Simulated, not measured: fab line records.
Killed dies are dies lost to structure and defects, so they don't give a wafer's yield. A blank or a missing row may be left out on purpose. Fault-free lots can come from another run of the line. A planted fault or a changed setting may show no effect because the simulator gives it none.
fab line records    flow nand-harc
[record] lots = 15  wafers = 42  last-day = 26
route steps=1159 shown P_START@1 P_ZERO_WELL@12 P_STI@85 END@1159
lots with no fault: from the same line, run without faults
start-h: the number of hours between the record's first day and the start of the first shown wafer of the lot    wait-h: hours since the lot's step before    " the same as in the row above    L1.1+2: one row covering several wafers at once    - no value present, or no start provided    * or withheld: withheld    < > ~ a bound
route shown NAME@n: a module of which the file shows steps, and the number in the route of the first    usual: mean/standard deviation of fault-free wafers    same: alike in all rows    chamber/n: place in a boat    sites: the reading at each site    _std_site: how widely they spread, as a standard deviation    _edge_site: inner sites' mean taken away from outer sites' mean    radius-mm: how far each site lies from the wafer's centre    mask NAME#n: copy n    behind: tool/chamber where the wafer was last shaped    hold: why the lot was held/for how many hours/how that ended    device: transistor that didn't switch, given as n, p or np    end of line: the route-end tests of the same wafers    step lacking rows: just its recipe    killed: count of dies lost to structure and defects at first sort (not the wafer's yield)    map: per-die view of a wafer (x killed, . not killed, _ where there is no die)
set.NAME: setting as actually run; set.NAME@STEP: the setting as run at that earlier step    model.NAME: the simulator's own value behind a step, which no gauge read
route steps across a sampled set of lots; one table per step, one row per wafer
services: the hour from which a tool's chamber was out of use, counted from the record's first day as start-h (under 0 if before that day), plus the number of hours and why
[[steps]]
[step NHARC_P_START_INSPECT_01]
[usual] raw-defect-count = 3.5/2
lot.wafer  tool               chamber  start-h  wait-h  raw-defect-count
L990.3     defect-inspect-02  -        12.04    -       5
L990.4     "                  -        "        "       2
L990.5     "                  -        "        "       3
L991.1     defect-inspect-02  -        18.04    -       2
L991.3     "                  -        "        "       0
L991.6     "                  -        "        "       4
L992.1     defect-inspect-02  -        24.04    -       3
L992.2     "                  -        "        "       3
L992.5     "                  -        "        "       4
L993.1     defect-inspect-02  -        30.04    -       3
L993.3     "                  -        "        "       4
L993.5     "                  -        "        "       3
L994.2     defect-inspect-02  -        36.04    -       5
L994.5     "                  -        "        "       3
L994.6     "                  -        "        "       3
L995.1     defect-inspect-01  -        42.04    -       2
L995.2     "                  -        "        "       2
L995.6     "                  -        "        "       5
L997.2     defect-inspect-02  -        54.04    -       1
L997.3     "                  -        "        "       2
L997.4     "                  -        "        "       4
L998.2     defect-inspect-02  -        60.04    -       7
L998.3     "                  -        "        "       3
L999.2     defect-inspect-02  -        66.04    -       3
L999.4     "                  -        "        "       0
L100.2     defect-inspect-02  -        72.04    -       2
L100.4     "                  -        "        "       5
L100.6     "                  -        "        "       3
L101.3     defect-inspect-02  -        78.05    -       6
L101.4     "                  -        "        "       0
L105.2     defect-inspect-02  -        102.04   -       8
L105.3     "                  -        "        "       3
L105.4     "                  -        "        "       5
L109.3     defect-inspect-02  -        126.04   -       4
L109.4     "                  -        "        "       2
L109.6     "                  -        "        "       4
L110.1     defect-inspect-02  -        132.04   -       2
L110.2     "                  -        "        "       6
L110.3     "                  -        "        "       4
L113.2     defect-inspect-01  -        150.04   -       3
L113.3     "                  -        "        "       3
L113.5     "                  -        "        "       1
[step NHARC_P_ZERO_WELL_PEB_09]
[recipe] peb-temp-c = 128  peb-time-s = 80
[usual] heater-power-total-W = 189.7/0.8
lot.wafer  tool            chamber  start-h  wait-h  heater-power-total-W
L990.3     litho-track-03  0        13.15    0.1     190.5
L990.4     "               0        "        "       189.1
L990.5     "               0        "        "       189.9
L991.1     litho-track-05  0        19.04    0.1     189.0
L991.3     "               0        "        "       188.6
L991.6     "               0        "        "       189.2
L992.1     litho-track-03  0        25.15    0.1     190.2
L992.2     "               0        "        "       189.0
L992.5     "               0        "        "       190.1
L993.1     litho-track-03  0        31.15    0.1     190.0
L993.3     "               0        "        "       190.1
L993.5     "               0        "        "       190.4
L994.2     litho-track-05  0        37.16    0.1     189.7
L994.5     "               0        "        "       188.7
L994.6     "               0        "        "       189.1
L995.1     litho-track-02  0        43.05    0.1     190.2
L995.2     "               0        "        "       189.9
L995.6     "               0        "        "       190.6
L997.2     litho-track-02  0        55.17    0.1     189.2
L997.3     "               0        "        "       190.7
L997.4     "               0        "        "       189.8
L998.2     litho-track-02  0        61.03    0.1     189.6
L998.3     "               0        "        "       214.0
L999.2     litho-track-02  0        67.05    0.1     189.1
L999.4     "               0        "        "       211.6
L100.2     litho-track-05  0        73.04    0.1     190.6
L100.4     "               0        "        "       190.6
L100.6     "               0        "        "       189.1
L101.3     litho-track-02  0        79.04    0.1     213.6
L101.4     "               0        "        "       211.7
L105.2     litho-track-05  0        103.03   0.1     190.5
L105.3     "               0        "        "       189.0
L105.4     "               0        "        "       189.0
L109.3     litho-track-05  0        127.15   0.0     190.8
L109.4     "               0        "        "       190.8
L109.6     "               0        "        "       190.7
L110.1     litho-track-03  0        133.05   0.1     189.0
L110.2     "               0        "        "       189.8
L110.3     "               0        "        "       189.1
L113.2     litho-track-05  0        151.18   0.1     189.5
L113.3     "               0        "        "       188.6
L113.5     "               0        "        "       190.9
[step NHARC_P_ZERO_WELL_CD_MEAS_11]
[recipe] target-cd-nm = 500  landing-energy-ev = 500
[usual] cd-nm = 499.2/2.3
lot.wafer  tool       chamber  start-h  wait-h  cd-nm
L990.3     cd-sem-01  0        13.24    -       501.5
L990.4     "          0        "        "       500.9
L990.5     "          0        "        "       502.6
L991.1     cd-sem-03  0        19.12    -       500.0
L991.3     "          0        "        "       498.4
L991.6     "          0        "        "       500.7
L992.1     cd-sem-03  0        25.23    -       499.2
L992.2     "          0        "        "       499.4
L992.5     "          0        "        "       501.4
L993.1     cd-sem-03  0        31.23    -       504.0
L993.3     "          0        "        "       500.1
L993.5     "          0        "        "       502.4
L994.2     cd-sem-03  0        37.25    -       494.7
L994.5     "          0        "        "       497.7
L994.6     "          0        "        "       498.3
L995.1     cd-sem-01  0        43.13    -       498.2
L995.2     "          0        "        "       500.7
L995.6     "          0        "        "       498.2
L997.2     cd-sem-01  0        55.26    -       499.5
L997.3     "          0        "        "       500.4
L997.4     "          0        "        "       496.4
L998.2     cd-sem-03  0        61.12    -       498.9
L998.3     "          0        "        "       487.1
L999.2     cd-sem-02  0        67.13    -       498.9
L999.4     "          0        "        "       488.6
L100.2     cd-sem-02  0        73.12    -       497.8
L100.4     "          0        "        "       495.9
L100.6     "          0        "        "       497.4
L101.3     cd-sem-02  0        79.13    -       485.3
L101.4     "          0        "        "       488.6
L105.2     cd-sem-03  0        103.13   -       498.5
L105.3     "          0        "        "       498.0
L105.4     "          0        "        "       497.7
L109.3     cd-sem-01  0        127.24   -       496.3
L109.4     "          0        "        "       500.3
L109.6     "          0        "        "       498.0
L110.1     cd-sem-01  0        133.13   -       500.6
L110.2     "          0        "        "       501.9
L110.3     "          0        "        "       499.2
L113.2     cd-sem-03  0        151.27   -       499.1
L113.3     "          0        "        "       496.0
L113.5     "          0        "        "       499.0
[step NHARC_P_ZERO_WELL_INSPECT_43]
[usual] raw-defect-count = 15/6.5
lot.wafer  tool               chamber  start-h  wait-h  raw-defect-count
L990.3     defect-inspect-02  -        19.60    0.4     20
L990.4     "                  -        "        "       26
L990.5     "                  -        "        "       24
L991.1     defect-inspect-01  -        25.47    0.6     19
L991.3     "                  -        "        "       14
L991.6     "                  -        "        "       19
L992.1     defect-inspect-02  -        31.69    0.6     20
L992.2     "                  -        "        "       12
L992.5     "                  -        "        "       14
L993.1     defect-inspect-01  -        37.51    0.6     19
L993.3     "                  -        "        "       17
L993.5     "                  -        "        "       12
L994.2     defect-inspect-02  -        43.44    0.5     15
L994.5     "                  -        "        "       18
L994.6     "                  -        "        "       14
L995.1     defect-inspect-01  -        49.48    0.6     11
L995.2     "                  -        "        "       12
L995.6     "                  -        "        "       16
L997.2     defect-inspect-02  -        61.73    0.5     8
L997.3     "                  -        "        "       15
L997.4     "                  -        "        "       15
L998.2     defect-inspect-02  -        67.50    0.5     17
L998.3     "                  -        "        "       15
L999.2     defect-inspect-02  -        73.68    0.5     9
L999.4     "                  -        "        "       19
L100.2     defect-inspect-02  -        79.57    0.5     26
L100.4     "                  -        "        "       16
L100.6     "                  -        "        "       15
L101.3     defect-inspect-02  -        85.51    0.4     15
L101.4     "                  -        "        "       26
L105.2     defect-inspect-02  -        109.50   0.5     19
L105.3     "                  -        "        "       15
L105.4     "                  -        "        "       14
L109.3     defect-inspect-01  -        133.60   0.4     15
L109.4     "                  -        "        "       4
L109.6     "                  -        "        "       3
L110.1     defect-inspect-02  -        139.64   0.6     12
L110.2     "                  -        "        "       29
L110.3     "                  -        "        "       28
L113.2     defect-inspect-01  -        157.84   0.5     5
L113.3     "                  -        "        "       12
L113.5     "                  -        "        "       5
[step NHARC_P_STI_INSPECT_11]
[usual] raw-defect-count = 5.8/2.7
lot.wafer  tool               chamber  start-h  wait-h  raw-defect-count
L990.3     defect-inspect-02  -        35.05    0.0     15
L990.4     "                  -        "        "       6
L990.5     "                  -        "        "       5
L991.1     defect-inspect-01  -        42.12    0.0     4
L991.3     "                  -        "        "       5
L991.6     "                  -        "        "       8
L992.1     defect-inspect-02  -        49.36    0.0     6
L992.2     "                  -        "        "       7
L992.5     "                  -        "        "       4
L994.2     defect-inspect-01  -        56.77    0.0     6
L994.5     "                  -        "        "       10
L994.6     "                  -        "        "       5
L993.1     defect-inspect-02  -        56.80    0.0     9
L993.3     "                  -        "        "       4
L993.5     "                  -        "        "       3
L995.1     defect-inspect-02  -        65.01    0.0     4
L995.2     "                  -        "        "       6
L995.6     "                  -        "        "       9
L997.2     defect-inspect-02  -        74.18    0.0     7
L997.3     "                  -        "        "       2
L997.4     "                  -        "        "       3
L998.2     defect-inspect-02  -        85.69    0.0     5
L998.3     "                  -        "        "       4
L999.2     defect-inspect-02  -        85.84    0.0     6
L999.4     "                  -        "        "       8
L101.3     defect-inspect-02  -        97.63    0.0     12
L101.4     "                  -        "        "       6
L100.2     defect-inspect-02  -        97.65    0.0     9
L100.4     "                  -        "        "       6
L100.6     "                  -        "        "       1
L105.2     defect-inspect-02  -        125.46   0.0     6
L105.3     "                  -        "        "       8
L105.4     "                  -        "        "       5
L109.3     defect-inspect-01  -        156.89   0.0     2
L109.4     "                  -        "        "       4
L109.6     "                  -        "        "       4
L110.1     defect-inspect-01  -        157.07   0.0     2
L110.2     "                  -        "        "       4
L110.3     "                  -        "        "       3
L113.2     defect-inspect-02  -        176.76   0.0     5
L113.3     "                  -        "        "       9
L113.5     "                  -        "        "       7
[step NHARC_END_SORT_01]
[recipe] temp-c = 25
[usual] killed-at-array = 27/12  killed-at-other = 0.5/0.9  killed-at-periphery = 3.7/2.7  killed-dies = 31/12  killed-open = 3.3/2  killed-short = 2.0/1.4
[same] gross-dies = 677
lot.wafer  tool       chamber  start-h  wait-h  killed-at-array  killed-at-other  killed-at-periphery  killed-dies  killed-open  killed-short
L999.4     prober-01  0        513.71   3.4     17               0                2                    19           2            3
L998.3     prober-02  0        513.03   3.1     25               0                7                    32           2            6
L101.3     prober-02  0        564.55   3.1     26               2                2                    30           2            1
L101.4     prober-02  0        565.35   3.4     26               0                4                    30           3            2
// killed by level:class
L998.3 A_CHANNEL_HOLE_D1:chamber-film-flake=15 P_M0:chamber-film-flake=3 A_WL_FILL:chamber-film-flake=2 P_STI:geometric-particle:short=1 P_CONTACT:geometric-particle:short=1 P_M1:geometric-particle:short=1 A_CHANNEL_FILL_D1:geometric-particle:open=1 A_CHANNEL_FILL_D1:geometric-particle:short=1
L999.4 A_STAIRCASE:chamber-film-flake=7 A_CHANNEL_HOLE_D1:chamber-film-flake=4 A_WL_FILL:geometric-particle:short=2 A_CONTACT:chamber-film-flake=2 P_M0:geometric-particle:open=1 A_ONON_D1:geometric-particle:short=1 A_CONTACT:geometric-particle:open=1 P_STI:chamber-film-flake=1
L101.3 A_CHANNEL_HOLE_D1:chamber-film-flake=18 P_GATE:chamber-film-flake=2 A_WL_FILL:chamber-film-flake=2 THIN_TSV:chamber-film-flake=2 A_STAIRCASE:geometric-particle:open=1 A_CONTACT:geometric-particle:open=1 A_CONTACT:geometric-particle:short=1 A_ZERO_WELL:chamber-film-flake=1
L101.4 A_CHANNEL_HOLE_D1:chamber-film-flake=20 P_ZERO_WELL:chamber-film-flake=2 A_WL_FILL:chamber-film-flake=2 P_GATE:geometric-particle:open=1 A_CHANNEL_FILL_D1:geometric-particle:short=1 A_CHANNEL_FILL_D1:geometric-particle:open=1 A_CONTACT:geometric-particle:short=1 A_BLC:geometric-particle:open=1
[[services]]
tool            chamber  start-h  hours  kind
litho-track-02  -        -10.00   7.0    pm
litho-track-05  -        16.16    -      consumable-replace:filter
litho-track-03  -        38.00    7.0    pm
litho-track-02  -        55.75    -      consumable-replace:filter
litho-track-05  -        62.00    7.0    pm
[[key]]
[first-sign] step = NHARC_P_ZERO_WELL_PEB_09  reading = heater-power-total-W  direction = up  sigmas = 29  usual = *  struck = *
[effect] step = NHARC_P_ZERO_WELL_CD_MEAS_11  reading = cd-nm  direction = down  sigmas = 5.1  usual = 499.2  struck = 487.4
met-at NHARC_P_ZERO_WELL_PEB_09
struck-lots L998,L999,L101
struck-wafers L998.3,L999.4,L101.3,L101.4
tester-left-out L998,L999,L101
not-acting-at NHARC_P_START_INSPECT_01,NHARC_P_ZERO_WELL_INSPECT_43,NHARC_P_STI_INSPECT_11
onset-between 55.17 61.03
[fault] kind = process-parameter-drift  tool = litho-track-02  chamber = -  onset-h = 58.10  steps = NHARC_P_ZERO_WELL_PEB_09  channel = peb-time-s  offset = *  shape = step  end-h = 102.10  scope = struck-wafers-only  acts-in = *  stated = *
// tester-left-out: of these lots the tester's yield and bins aren't shown, on N5 and GAA mostly nor the transistor test; their killed dies are dies lost to structure and defects alone, not to doping, threshold or leakage, so they don't give the yield
